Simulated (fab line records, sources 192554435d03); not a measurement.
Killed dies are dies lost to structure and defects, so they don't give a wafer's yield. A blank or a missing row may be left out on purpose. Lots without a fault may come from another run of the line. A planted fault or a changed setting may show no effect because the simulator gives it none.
Chamber matching | flow n5_finfet | N5_BEOL_M9_ETCH_62 on rie_diel-03: 4 sister chambers
The step etches SOC in N2/H2, target depth 110 nm, overetch 22 nm, time 165 s. 8 wafers are shown with their chamber, then 9 later ones without.

WAFERS WITH THEIR CHAMBER
wafer  | chamber | drypump_motor_current_A (A) | showerhead_plenum_p_Torr (Torr)
L077.5 | 3       | 5.4                         | 2.49
L078.4 | 0       | 5.6                         | 2.49
L079.2 | 2       | 6.6                         | 2.62
L079.3 | 3       | 5.5                         | 2.49
L079.5 | 1       | 4.9                         | 2.69
L085.2 | 2       | 6.6                         | 2.61
L085.5 | 0       | 5.7                         | 2.48
L085.6 | 1       | 4.9                         | 2.69

WAFERS WITHOUT THEIR CHAMBER
wafer  | drypump_motor_current_A (A) | showerhead_plenum_p_Torr (Torr)
L090.3 | 5.4                         | 2.48
L090.5 | 5.7                         | 2.48
L090.6 | 5.4                         | 2.48
L092.1 | 4.9                         | 2.68
L092.3 | 5.4                         | 2.48
L092.6 | 6.6                         | 2.61
L093.2 | 6.6                         | 2.61
L093.4 | 4.9                         | 2.68
L093.6 | 5.4                         | 2.48

WHICH CHAMBER EACH WENT THROUGH
wafer  | from the rows above | in truth
L090.3 | 3                   | 3
L090.5 | 0                   | 0
L090.6 | 3                   | 3
L092.1 | 1                   | 1
L092.3 | 3                   | 3
L092.6 | 2                   | 2
L093.2 | 2                   | 2
L093.4 | 1                   | 1
L093.6 | 3                   | 3
Placed correctly: 9 of 9. Can't be placed from these rows: 0. Placed wrongly: 0.
How it was worked out, from the rows above alone: a wafer's distance from a chamber is the root of the sum, over the readings, of the square of ((its reading less the chamber's mean) divided by the reading's scatter). The wafer belongs to the nearest chamber; if the next one is less than 2 further off, it can't be placed. A chamber's mean is the mean of its shown wafers. The scatter: the root of (the sum of the squares of (reading less its chamber's mean) over the shown wafers, divided by (wafers less chambers)).
